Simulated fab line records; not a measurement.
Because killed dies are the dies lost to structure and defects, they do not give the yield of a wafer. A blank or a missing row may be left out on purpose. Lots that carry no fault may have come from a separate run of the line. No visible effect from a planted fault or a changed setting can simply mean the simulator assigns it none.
fab line records	flow n5_finfet
record lots=12	wafers=34	last_day=17
route steps=1938 shown HKMG_FIN@399 PASSIVATION@1936
lots untouched by any fault: they come from a run of this same line in which no faults occurred
start_h: hours from the record's first day to the start of the lot's first wafer shown	wait_h: time in hours since the lot's previous step	" identical to the entry in the row above	L1.1+2: a row that stands for several wafers	- no value, or no start given	* or withheld: withheld	< > ~ a bound
route shown NAME@n: a module of which the file shows steps, and the number in the route of the first	usual: mean/standard deviation taken from wafers without a fault	same: alike in all rows	chamber/n: place in a boat	sites: readings site by site	_std_site: standard deviation of those values	_edge_site: mean of outer sites minus mean of inner sites	radius_mm: for every site, how far away it sits from the centre of the wafer	mask NAME#n: copy n	behind: the tool/chamber that last shaped the wafer	hold: the reason the lot was held/the length of the hold in hours/how it ended	device: transistor that didn't switch, given as n, p or np	end of line: tests of these same wafers at the route's end	a step with no rows: only its recipe	killed: dies lost to structure and defects at the first sort, not the wafer's yield	map: shows each die of a wafer: x if killed, . if not, _ if none is there
set.NAME: the setting as run; set.NAME@STEP: as run at that earlier step	model.NAME: the simulator's own value behind a step, which no gauge read
the route's steps for a sample of lots (tables are steps, rows are wafers)
services: a tool's chamber out of use, with start hour (start_h, from the record's first day; less than 0 if before it), hours out, and reason
## steps
# step N5_HKMG_FIN_OVL_MEAS_50
# recipe points_per_wafer=44
# usual NDIPOLE_OVL=-0.4/0.59
lot.wafer	tool	chamber	start_h	wait_h	NDIPOLE_OVL[nm]
L268.3	overlay-02	0	72.37	0.0	-0.4
L268.4	"	0	"	"	-0.9
L268.5	"	0	"	"	-0.1
L269.2	overlay-01	0	76.10	0.0	-0.6
L269.4	"	0	"	"	-0.3
L269.6	"	0	"	"	-0.9
L271.1	overlay-02	0	87.35	0.0	-0.7
L271.2	"	0	"	"	-0.2
L271.5	"	0	"	"	-0.5
L272.1	overlay-02	0	96.57	0.0	-0.6
L272.2	"	0	"	"	-0.9
L272.6	"	0	"	"	-0.7
L273.4	overlay-02	0	99.86	0.0	1.1
L273.5	"	0	"	"	0.3
L274.1	overlay-02	0	105.63	0.0	0.4
L274.3	"	0	"	"	0.5
L274.5	"	0	"	"	0.7
L276.1	overlay-02	0	127.33	0.0	-0.6
L276.2	"	0	"	"	0.0
L276.6	"	0	"	"	-0.8
L278.2	overlay-01	0	135.13	0.0	0.4
L278.3	"	0	"	"	0.1
L278.6	"	0	"	"	0.0
L279.1	overlay-02	0	136.80	0.0	-0.7
L279.6	"	0	"	"	0.3
L286.2	overlay-02	0	180.99	0.0	-1.1
L286.3	"	0	"	"	-1.1
L286.5	"	0	"	"	-1.0
L290.3	overlay-02	0	205.90	0.0	0.3
L290.5	"	0	"	"	-0.5
L290.6	"	0	"	"	-0.4
L291.1	overlay-02	0	208.58	0.0	0.2
L291.2	"	0	"	"	-0.1
L291.6	"	0	"	"	-0.5
# step N5_HKMG_FIN_WET_ETCH_81
# recipe chemistry=SC1	target=TiN	stop_on=HfO2	mix=1:1:5	temp_c=60	time_s=57	target_depth_nm=6
# same time_s=57
lot.wafer	tool	chamber	start_h	wait_h
L268.3+4+5	wet_bench-04	0,5,1	74.66	0.0
L269.2+4+6	wet_bench-04	4,1,5	78.41	0.0
L271.1+2+5	wet_bench-05	5,4,6	89.44	0.0
L272.1+2+6	wet_bench-04	6,7,5	98.74	0.0
L273.4+5	wet_bench-05	4,7	102.15	0.0
L274.1+3+5	wet_bench-06	7,5,6	108.39	0.0
L276.1+2+6	wet_bench-06	4,3,0	130.11	0.0
L278.2+3+6	wet_bench-06	5,7,0	137.22	0.0
L279.1+6	wet_bench-05	2,1	139.06	0.0
L286.2+3+5	wet_bench-05	0,7,3	183.08	0.0
L290.3+5+6	wet_bench-05	4,1,6	208.12	0.0
L291.1+2+6	wet_bench-06	1,0,3	210.69	0.0
# step N5_HKMG_FIN_OVL_MEAS_13
# recipe points_per_wafer=44
# usual NWFM_OVL=-0.2/0.76
lot.wafer	tool	chamber	start_h	wait_h	NWFM_OVL[nm]
L268.3	overlay-02	0	75.81	0.0	0.4
L268.4	"	0	"	"	0.4
L268.5	"	0	"	"	1.4
L269.2	overlay-01	0	79.61	0.0	-0.2
L269.4	"	0	"	"	-1.7
L269.6	"	0	"	"	-1.1
L271.1	overlay-02	0	90.59	0.0	-0.9
L271.2	"	0	"	"	0.0
L271.5	"	0	"	"	0.1
L272.1	overlay-01	0	100.02	0.0	1.2
L272.2	"	0	"	"	-0.5
L272.6	"	0	"	"	-0.3
L273.4	overlay-01	0	103.31	0.0	0.5
L273.5	"	0	"	"	-0.3
L274.1	overlay-02	0	109.54	0.0	0.3
L274.3	"	0	"	"	-0.3
L274.5	"	0	"	"	0.1
L276.1	overlay-02	0	131.39	0.0	-0.3
L276.2	"	0	"	"	-0.9
L276.6	"	0	"	"	0.2
L278.2	overlay-02	0	138.38	0.0	0.2
L278.3	"	0	"	"	1.1
L278.6	"	0	"	"	0.5
L279.1	overlay-01	0	140.53	0.0	-0.7
L279.6	"	0	"	"	0.4
L286.2	overlay-02	0	184.36	0.0	-0.8
L286.3	"	0	"	"	-1.9
L286.5	"	0	"	"	-0.8
L290.3	overlay-02	0	209.40	0.0	-0.4
L290.5	"	0	"	"	-0.9
L290.6	"	0	"	"	-1.1
L291.1	overlay-01	0	211.84	0.0	0.0
L291.2	"	0	"	"	-0.4
L291.6	"	0	"	"	-0.2
# step N5_HKMG_FIN_INSPECT_14
# recipe mode=adi	inspect_instrument=macro
# usual raw_defect_count=2.0/1.3
lot.wafer	tool	chamber	start_h	wait_h	raw_defect_count
L268.3	defect_inspect-02	-	75.84	0.0	1
L268.4	"	-	"	"	1
L268.5	"	-	"	"	0
L269.2	defect_inspect-02	-	79.63	0.0	0
L269.4	"	-	"	"	2
L269.6	"	-	"	"	1
L271.1	defect_inspect-01	-	90.62	0.0	1
L271.2	"	-	"	"	1
L271.5	"	-	"	"	1
L272.1	defect_inspect-02	-	100.04	0.0	3
L272.2	"	-	"	"	3
L272.6	"	-	"	"	1
L273.4	defect_inspect-01	-	103.33	0.0	3
L273.5	"	-	"	"	2
L274.1	defect_inspect-02	-	109.57	0.0	0
L274.3	"	-	"	"	3
L274.5	"	-	"	"	1
L276.1	defect_inspect-01	-	131.41	0.0	>300
L276.2	"	-	"	"	>300
L276.6	"	-	"	"	>300
L278.2	defect_inspect-01	-	138.40	0.0	>300
L278.3	"	-	"	"	>300
L278.6	"	-	"	"	>300
L279.1	defect_inspect-01	-	140.55	0.0	0
L279.6	"	-	"	"	3
L286.2	defect_inspect-01	-	184.38	0.0	3
L286.3	"	-	"	"	1
L286.5	"	-	"	"	2
L290.3	defect_inspect-02	-	209.42	0.0	1
L290.5	"	-	"	"	1
L290.6	"	-	"	"	1
L291.1	defect_inspect-01	-	211.86	0.0	4
L291.2	"	-	"	"	1
L291.6	"	-	"	"	2
# step N5_HKMG_FIN_STRIP_92
# recipe chemistry=N2/H2	material=SOC	time_s=20	power_w=500	temp_c=40	pressure_mtorr=50	rf_frequency_hz=6e+07	bias_power_w=8	h2_frac=0.5	n2_flow_sccm=300	h2_flow_sccm=300
# usual bias_power_w=8.000/0.024	drypump_motor_current_A=5.4/0.63	oes_product_au=0.75/0.092	rf_vpp_V=54.2/0.82	showerhead_plenum_p_Torr=3.33/0.084	throttle_valve_pct=18.9/0.32
# same time_s=20
lot.wafer	tool	chamber	start_h	wait_h	bias_power_w	drypump_motor_current_A	oes_product_au	rf_hours_counter_h	rf_vpp_V	showerhead_plenum_p_Torr	throttle_valve_pct
L268.3	rie_diel-05	2	76.32	0.1	7.981	5.2	0.89	29	54.1	3.41	18.3
L268.4	"	0	"	"	7.995	5.9	0.66	235	53.7	3.33	18.8
L268.5	"	1	"	"	8.003	6.4	0.76	-	55.0	3.27	19.1
L269.2	rie_diel-05	0	80.12	0.1	7.995	6.0	0.66	237	53.4	3.33	18.8
L269.4	"	2	"	"	8.029	5.3	0.89	31	54.0	3.41	18.3
L269.6	"	2	"	"	8.019	5.2	0.89	-	54.5	3.41	18.3
L271.1	rie_diel-01	0	91.31	0.1	7.971	4.9	0.67	240	54.3	3.28	18.9
L271.2	"	3	"	"	7.963	4.9	0.69	219	54.1	3.33	18.7
L271.5	"	0	"	"	8.003	4.9	0.67	-	54.7	3.28	18.9
L272.1	rie_diel-01	0	100.62	0.1	7.999	4.9	0.67	242	53.0	3.28	18.9
L272.2	"	2	"	"	8.004	6.3	0.67	220	55.5	3.33	19.2
L272.6	"	2	"	"	8.016	6.3	0.67	-	54.1	3.33	19.2
L273.4	rie_diel-04	0	104.40	0.1	8.028	5.5	0.70	222	54.4	3.33	19.6
L273.5	"	2	"	"	8.044	5.3	0.74	-	53.9	3.25	18.9
L274.1	rie_diel-05	0	110.05	0.1	7.988	6.0	0.66	246	55.2	3.32	18.8
L274.3	"	2	"	"	8.014	5.2	0.86	41	53.9	3.40	18.3
L274.5	"	1	"	"	7.972	6.4	0.75	-	54.5	3.26	19.1
L276.1	rie_diel-04	2	131.90	0.1	7.999	5.3	0.73	173	53.5	3.25	18.9
L276.2	"	3	"	"	7.961	4.9	0.70	182	55.0	3.46	19.2
L276.6	"	0	"	"	8.023	5.5	0.68	-	53.4	3.32	19.6
L278.2	rie_diel-01	2	138.89	0.1	7.999	6.3	0.67	226	53.8	3.33	19.2
L278.3	"	0	"	"	8.018	4.9	0.67	250	54.1	3.27	18.9
L278.6	"	0	"	"	7.952	4.9	0.67	-	53.7	3.27	18.9
L279.1	rie_diel-05	2	141.04	0.1	7.976	5.2	0.85	54	54.7	3.39	18.3
L279.6	"	3	"	"	8.013	4.9	0.76	-	54.2	3.21	18.9
L286.2	rie_diel-01	3	184.87	0.1	7.999	4.9	0.66	247	52.9	3.32	18.8
L286.3	"	1	"	"	8.024	4.7	0.73	198	54.8	3.46	19.0
L286.5	"	3	"	"	7.989	4.9	0.67	-	54.4	3.32	18.8
L290.3	rie_diel-04	1	210.04	0.1	8.037	5.4	0.90	15	53.5	3.57	19.2
L290.5	"	0	"	"	8.045	5.4	1.00	-	54.7	3.31	19.2
L290.6	"	1	"	"	8.012	5.3	0.90	-	53.5	3.57	19.2
L291.1	rie_diel-01	2	212.43	0.1	7.985	6.3	0.66	256	54.9	3.31	19.2
L291.2	"	0	"	"	7.986	4.9	0.89	24	54.3	3.26	18.6
L291.6	"	0	"	"	7.996	4.9	0.89	-	54.9	3.26	18.6
# step N5_PASSIVATION_PROBE_49
# usual killed_at_M0_to_M3=35/11	killed_at_M4_up=13/5.7	killed_at_contacts=12/5.7	killed_at_front_end=40/11	killed_at_other=4/4.4	killed_dies=105/18	killed_open=68/14	killed_short=34/7.4
# same gross_dies=1180	killed_at_back_side=0
lot.wafer	tool	chamber	start_h	wait_h	killed_at_M0_to_M3	killed_at_M4_up	killed_at_contacts	killed_at_front_end	killed_at_other	killed_dies	killed_open	killed_short
L276.1	prober-02	-	312.66	0.0	37	9	8	147	34	235	63	27
L276.2	prober-02	-	312.71	0.1	35	5	14	152	3	209	57	46
L276.6	prober-02	-	312.91	0.3	30	14	12	164	2	222	82	27
L278.2	prober-01	-	320.56	0.1	30	9	13	136	2	190	68	28
L278.3	prober-01	-	320.61	0.1	26	10	3	142	1	182	73	25
L278.6	prober-01	-	320.76	0.3	25	10	9	142	0	186	57	17
# killed by level:class
L276.1 HKMG_FIN:unspecified=107 PASSIVATION:area_etch=33 STI_FIN_REVEAL:geometric_particle:open=11 BEOL_M1:geometric_particle:open=9 BEOL_M0_SAQP:geometric_particle:short=8 BEOL_M0_SAQP:geometric_particle:open=8 MOL_CONTACT_COAG:geometric_particle:open=6 GATE_CUT:geometric_particle:open=6
L276.2 HKMG_FIN:unspecified=106 FIN_SAQP:geometric_particle:short=14 MOL_CONTACT_COAG:geometric_particle:open=13 DUMMY_GATE:geometric_particle:open=9 BEOL_M0_SAQP:geometric_particle:short=7 BEOL_M1:geometric_particle:open=7 FIN_SAQP:geometric_particle:open=6 BEOL_M2:geometric_particle:open=5
L276.6 HKMG_FIN:unspecified=99 DUMMY_GATE:geometric_particle:open=22 FIN_CUT:area_etch=12 BEOL_M2:geometric_particle:open=11 MOL_CONTACT_COAG:geometric_particle:open=10 BEOL_M4:geometric_particle:open=9 BEOL_M0_SAQP:geometric_particle:open=8 FIN_SAQP:geometric_particle:short=6
L278.2 HKMG_FIN:unspecified=92 STI_FIN_REVEAL:geometric_particle:open=19 MOL_CONTACT_COAG:geometric_particle:open=11 BEOL_M0_SAQP:geometric_particle:short=8 BEOL_M0_SAQP:geometric_particle:open=6 BEOL_M1:geometric_particle:open=6 DUMMY_GATE:geometric_particle:open=5 BEOL_M2:geometric_particle:open=5
L278.3 HKMG_FIN:unspecified=84 STI_FIN_REVEAL:geometric_particle:open=29 FIN_SAQP:geometric_particle:open=10 BEOL_M0_SAQP:geometric_particle:short=7 STI_FIN_REVEAL:geometric_particle:short=6 BEOL_M0_SAQP:geometric_particle:open=5 BEOL_M1:geometric_particle:open=5 DUMMY_GATE:geometric_particle:open=4
L278.6 HKMG_FIN:unspecified=111 STI_FIN_REVEAL:geometric_particle:open=8 MOL_CONTACT_COAG:geometric_particle:open=8 DUMMY_GATE:geometric_particle:open=7 BEOL_M0_SAQP:geometric_particle:short=7 BEOL_M2:geometric_particle:open=7 BEOL_M0_SAQP:geometric_particle:open=6 BEOL_M5:geometric_particle:open=4
## services
tool	chamber	start_h	hours	kind
rie_diel-05	-	71.46	0.8	repair
rie_diel-01	-	102.19	4.3	pm
rie_diel-01	2	107.31	5.2	repair
rie_diel-05	0	119.05	-	clean
rie_diel-05	0	119.05	-	consumable_replace:focus_ring
rie_diel-05	0	119.05	23.4	scheduled_down
rie_diel-05	0	119.05	23.4	vent_cycle
rie_diel-05	2	120.99	4.6	repair
wet_bench-04	-	138.86	4.6	repair
rie_diel-01	0	141.86	-	clean
rie_diel-01	0	141.86	-	consumable_replace:focus_ring
rie_diel-01	0	141.86	13.6	scheduled_down
rie_diel-01	0	141.86	13.6	vent_cycle
rie_diel-04	1	152.74	6.5	repair
rie_diel-04	1	165.36	-	clean
rie_diel-04	1	165.36	-	consumable_replace:focus_ring
rie_diel-04	1	165.36	-	consumable_replace:showerhead
rie_diel-04	1	165.36	12.3	scheduled_down
rie_diel-04	1	165.36	12.3	vent_cycle
rie_diel-04	0	177.71	-	clean
rie_diel-01	3	197.18	-	clean
rie_diel-01	3	197.18	-	consumable_replace:focus_ring
rie_diel-01	3	197.18	15.6	scheduled_down
rie_diel-01	3	197.18	15.6	vent_cycle
## key
first_sign step=N5_HKMG_FIN_INSPECT_14	reading=raw_defect_count	direction=up	sigmas=99+	usual=2.0	struck=>300
effect step=N5_PASSIVATION_PROBE_49	reading=killed_at_front_end	direction=up	sigmas=9.7	usual=40	struck=147
more_kills_born_at N5_HKMG_FIN_WET_ETCH_81@wet_bench-06=599
met_at N5_HKMG_FIN_WET_ETCH_81
struck_lots L276,L278
tester_left_out L276,L278
baseline_loss step=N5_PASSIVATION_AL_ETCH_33	wafers=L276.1
baseline_loss step=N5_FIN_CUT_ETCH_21	wafers=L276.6
not_acting_at N5_HKMG_FIN_OVL_MEAS_50,N5_HKMG_FIN_OVL_MEAS_13,N5_HKMG_FIN_STRIP_92
onset_between 108.39 130.11
fault kind=chamber_particle_source	tool=wet_bench-06	chamber=-	onset_h=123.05	steps=N5_HKMG_FIN_WET_ETCH_81	rate_per_visit_cm2=0.53731	end_h=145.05
# tester_left_out: of these lots the tester's yield and bins aren't shown, on N5 and GAA mostly nor the transistor test; their killed dies are dies lost to structure and defects alone, not to doping, threshold or leakage, so they don't give the yield
# baseline_loss: these wafers lose ten dies or more at that step, a loss of the line's own and not of a fault; the sort's usual values leave them out
